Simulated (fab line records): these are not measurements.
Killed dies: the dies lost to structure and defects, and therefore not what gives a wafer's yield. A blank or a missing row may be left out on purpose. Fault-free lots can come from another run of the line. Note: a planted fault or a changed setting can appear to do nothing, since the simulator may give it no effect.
Code-filled problem report in 8D (eight disciplines) form + flow nandHarc + the parts of the form that need people (team, actions taken, sign-off) are left out

1. THE ISSUE
Wafers without a fault read 169.8 nm, standard deviation 0.76; cdNm at NHARC_P_M2_CD_MEAS_09 reads a mean of 154.1 nm on 6 wafers belonging to 2 lots. That is -21 standard deviations from the usual mean.
The step: target cd 170 nm.
Earliest sighting: wafer L987.2 on cdSem-02 at day 10 03:50. Wafers with a number at this step in the record: 36, from 12 lots. Rule for "out", or "out of limits": more than 4 standard deviations from the usual mean. All remaining wafers that have a number are taken as sound.

2. WHAT IT IS AND WHAT IT IS NOT
| question                    | is                     | is not                                                                                 |
|-----------------------------|------------------------|----------------------------------------------------------------------------------------|
| which readings at this step | cdNm                   | -                                                                                      |
| which lots                  | L987, L990             | L978, L980, L981, L982, L983, L984, L995, L997, L998, L999                             |
| which wafers of those lots  | all that have a number | -                                                                                      |
| read on which gauges        | cdSem-02, cdSem-03     | cdSem-01                                                                               |
| when                        | from day 10 03:50      | up to then (18 sound wafers); but 12 sound wafers of L995, L997, L998, L999 came after |

3. THE SUSPECTS, EACH WITH WHAT RULES IT OUT
Counting: a tool at any process step up to the reading remains a suspect when it ran all the lots that are out and ran no sound lot after the first of those.
- ruled out: the gauge at NHARC_P_M2_CD_MEAS_09. Those wafers that are out were read across 2 gauges (cdSem-02, cdSem-03).
- lithoTrack-06 at NHARC_P_M2_PEB_07 (peb time 65 s): kept. It ran every lot that is out, first L987 (day 10 03:45), and no sound lot after that; its last sound lot up to then is L984 (day 8 10:13). On those wafers its own readings are out: heaterPowerTotalW, plateTempC.
Left after counting: lithoTrack-06 at NHARC_P_M2_PEB_07.

4. THE CAUSE (what the simulator had put in)
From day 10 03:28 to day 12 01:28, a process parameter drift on lithoTrack-06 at NHARC_P_M2_PEB_07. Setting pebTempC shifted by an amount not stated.
Counting left only this tool.

5. SEQUENCE OF EFFECTS, ordered by route
Each row: a reading where the mean over the struck wafers with a number is more than 3 standard deviations away from the usual. Readings are gone through only where the record gives a usual standard deviation; hours: the median, over the lots, of the time from a lot's start at the first step in this table giving one to that lot's start at this step; sigmas: the change measured in usual standard deviations.
| hours | step                  | reading           | usual    | on struck wafers | change | sigmas |
|-------|-----------------------|-------------------|----------|------------------|--------|--------|
| 0     | NHARC_P_M2_PEB_07     | heaterPowerTotalW | 156.7 W  | 147.1            | -9.6   | -24    |
| 0     | NHARC_P_M2_PEB_07     | plateTempC        | 99.95 C  | 95.50            | -4.45  | -34    |
| 0     | NHARC_P_M2_CD_MEAS_09 | cdNm              | 169.8 nm | 154.1            | -15.7  | -21    |
It contains these process steps:
- NHARC_P_M2_PEB_07: peb time 65 s.
At these later measuring or inspecting steps, every struck wafer for which the step has a row has a number for every such reading, and none has moved that far: NHARC_P_M2_OVL_MEAS_10, NHARC_P_M2_INSPECT_11, NHARC_END_SORT_01.

6. HOW IT WOULD HAVE BEEN CAUGHT EARLIER
In this record the first reading out of limits at a measuring or inspecting step was taken at day 10 03:50, 0 hours after the fault began at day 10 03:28.
At NHARC_P_M2_PEB_07, the tool's own readings (heaterPowerTotalW, plateTempC) were out on each struck wafer the step has a row for, so an alarm limit on them would have fired on the first such wafer.
Among the 2 lots that are out, L990 began NHARC_P_M2_PEB_07 on lithoTrack-06 after day 10 03:50. A tool hold placed at that time would have kept it from harm.
